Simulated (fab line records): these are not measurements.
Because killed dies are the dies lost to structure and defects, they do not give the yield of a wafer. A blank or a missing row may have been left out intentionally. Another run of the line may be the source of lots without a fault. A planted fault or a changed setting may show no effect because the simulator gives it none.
Matching of chambers | flow nand harc | 4 sister chambers for NHARC_A_CONTACT_CMP_20 on cmp-04
The step polishes, t overpolish 30 s, target thk 300 nm. 14 wafers are shown with their chamber, then 7 later ones without.

== WAFERS PAIRED WITH THEIR CHAMBERS ==
wafer  | chamber | motor current A (A) | time to endpoint s (s) | overpolish run s (s)
L588.2 | 0       | 10.0                | 59                     | 29.996
L588.4 | 3       | 13.7                | 60                     | 29.996
L588.6 | 1       | 12.5                | 68                     | 29.995
L589.3 | 2       | 13.1                | 60                     | 29.993
L589.4 | 0       | 10.6                | 55                     | 30.005
L589.6 | 1       | 13.3                | 65                     | 29.996
L590.1 | 1       | 12.7                | 66                     | 30.001
L590.2 | 2       | 12.8                | 59                     | 29.998
L590.3 | 0       | 10.3                | 60                     | 30.010
L598.1 | 1       | 13.2                | 66                     | 29.985
L598.4 | 3       | 13.8                | 63                     | 30.006
L598.6 | 1       | 13.6                | 64                     | 29.992
L602.1 | 1       | 14.2                | 62                     | 30.006
L602.2 | 0       | 10.3                | 54                     | 30.006

SIGNATURES, as means of the wafers listed above
reading            | chamber 0 | chamber 1 | chamber 2 | chamber 3 | scatter within a chamber
motor current A    | 10.300    | 13.250    | 12.950    | 13.750    | 0.461
time to endpoint s | 57.00     | 65.17     | 59.50     | 61.50     | 2.28
overpolish run s   | 30.00425  | 29.99583  | 29.99550  | 30.00100  | 0.00656
Rule: distance of a wafer from a chamber = root of the sum over the readings of ((wafer's reading minus chamber's mean) / reading's scatter) squared. If the next closest chamber is less than 2 further off than the closest, the wafer can't be placed; otherwise it belongs to the closest. The scatter is the square root of a quotient: the sum, over the shown wafers, of each reading's squared deviation from its chamber's mean, divided by wafers minus chambers.

== WAFERS WITHOUT THEIR CHAMBER ==
wafer  | motor current A (A) | time to endpoint s (s) | overpolish run s (s)
L602.3 | 13.7                | 61                     | 30.007
L605.1 | 13.0                | 58                     | 29.998
L605.3 | 12.5                | 64                     | 29.994
L605.4 | 10.1                | 59                     | 29.990
L606.3 | 12.3                | 69                     | 29.999
L606.5 | 12.7                | 58                     | 30.001
L606.6 | 14.1                | 57                     | 29.987

== EACH ONE'S CHAMBER ==
wafer  | from the rows above          | in truth
L602.3 | can't be placed: 3 or 2 or 1 | 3
L605.1 | can't be placed: 2 or 3      | 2
L605.3 | can't be placed: 1 or 2 or 3 | 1
L605.4 | 0                            | 0
L606.3 | can't be placed: 1 or 2 or 3 | 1
L606.5 | can't be placed: 2 or 3      | 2
L606.6 | can't be placed: 3 or 2 or 1 | 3
Correct placement for 1 of the 7. These rows do not allow placing 6 (true chamber among the candidates in 6). Wrongly placed: 0.
